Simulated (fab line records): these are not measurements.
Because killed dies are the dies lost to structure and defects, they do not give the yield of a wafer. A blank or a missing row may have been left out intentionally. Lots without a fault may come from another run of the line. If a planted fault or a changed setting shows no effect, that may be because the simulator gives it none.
Matching of chambers    flow nand harc    NHARC_A_STAIRCASE_DESCUM_219 on rie diel-10 has 4 sister chambers
The step chemistry O2, time 3 s. 4 wafers are shown with their chamber, then 7 later ones without.

== WAFERS, EACH WITH ITS CHAMBER ==
wafer   chamber  showerhead plenum p Torr (Torr)
L082.2  1        1.78
L085.4  3        1.84
L084.2  2        1.84
L084.3  0        2.05

== WAFERS MISSING THEIR CHAMBER ==
wafer   showerhead plenum p Torr (Torr)
L084.6  1.78
L089.2  1.78
L089.4  1.83
L089.6  1.78
L097.2  1.77
L097.5  1.77
L097.6  1.82

== THE CHAMBER EACH PASSED THROUGH ==
wafer   from the rows above      in truth
L084.6  1                        1
L089.2  1                        1
L089.4  can't be placed: 2 or 3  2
L089.6  1                        1
L097.2  1                        1
L097.5  1                        1
L097.6  can't be placed: 2 or 3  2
Correct placement for 5 of the 7. These rows do not allow placing 2 (true chamber among the candidates in 2). Wrongly placed: 0.
How it was worked out, from the rows above alone: a wafer's distance from a chamber is the root of the sum, over the readings, of the square of ((its reading less the chamber's mean) divided by the reading's scatter). If the next closest chamber is less than 2 further off than the closest, the wafer can't be placed; otherwise it belongs to the closest. Each chamber's mean is taken over the wafers shown for it. The scatter: with one shown wafer a chamber, the root of the mean of the squares of how far each hidden wafer lies from its nearest shown one.
